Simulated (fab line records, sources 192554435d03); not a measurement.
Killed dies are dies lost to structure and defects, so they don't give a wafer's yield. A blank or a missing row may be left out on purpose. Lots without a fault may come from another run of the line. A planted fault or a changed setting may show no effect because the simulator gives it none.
Chamber matching | flow n5_finfet | N5_HKMG_FIN_STRIP_90 on rie_diel-06: 4 sister chambers
The step strips SOC in N2/H2, time 20 s. 14 wafers are shown with their chamber, then 7 later ones without.

WAFERS WITH THEIR CHAMBER
wafer  | chamber | drypump_motor_current_A (A) | showerhead_plenum_p_Torr (Torr) | throttle_valve_pct (%)
L075.1 | 3       | 6.6                         | 3.21                            | 18.7
L075.2 | 2       | 5.6                         | 3.25                            | 18.9
L075.3 | 1       | 6.5                         | 3.57                            | 18.9
L075.4 | 1       | 6.5                         | 3.57                            | 18.9
L075.5 | 3       | 6.6                         | 3.21                            | 18.7
L075.6 | 2       | 5.6                         | 3.25                            | 18.9
L079.1 | 1       | 6.4                         | 3.56                            | 18.9
L079.4 | 3       | 6.6                         | 3.20                            | 18.7
L079.6 | 1       | 6.4                         | 3.56                            | 18.9
L086.1 | 0       | 5.9                         | 3.36                            | 18.7
L086.2 | 2       | 5.6                         | 3.23                            | 18.9
L086.3 | 1       | 6.5                         | 3.55                            | 19.0
L086.4 | 3       | 6.6                         | 3.19                            | 18.7
L086.5 | 0       | 5.9                         | 3.36                            | 18.7

SIGNATURES (means of the wafers above)
reading                  | chamber 0 | chamber 1 | chamber 2 | chamber 3 | scatter within a chamber
drypump_motor_current_A  | 5.900     | 6.460     | 5.600     | 6.600     | 0.0346
showerhead_plenum_p_Torr | 3.3600    | 3.5620    | 3.2433    | 3.2025    | 0.00906
throttle_valve_pct       | 18.700    | 18.920    | 18.900    | 18.700    | 0.0283
Rule: a wafer's distance from a chamber is the root of the sum, over the readings, of the square of ((its reading less the chamber's mean) divided by the reading's scatter). The wafer belongs to the nearest chamber; if the next one is less than 2 further off, it can't be placed. The scatter: the root of (the sum of the squares of (reading less its chamber's mean) over the shown wafers, divided by (wafers less chambers)).

WAFERS WITHOUT THEIR CHAMBER
wafer  | drypump_motor_current_A (A) | showerhead_plenum_p_Torr (Torr) | throttle_valve_pct (%)
L086.6 | 6.4                         | 3.55                            | 18.9
L090.2 | 6.6                         | 3.19                            | 18.7
L090.3 | 6.5                         | 3.55                            | 19.0
L090.6 | 5.9                         | 3.36                            | 18.7
L096.1 | 5.6                         | 3.22                            | 18.9
L096.3 | 6.6                         | 3.18                            | 18.8
L096.6 | 5.6                         | 3.22                            | 18.9

WHICH CHAMBER EACH WENT THROUGH
wafer  | from the rows above | in truth
L086.6 | 1                   | 1
L090.2 | 3                   | 3
L090.3 | 1                   | 1
L090.6 | 0                   | 0
L096.1 | 2                   | 2
L096.3 | 3                   | 3
L096.6 | 2                   | 2
Placed correctly: 7 of 7. Can't be placed from these rows: 0. Placed wrongly: 0.
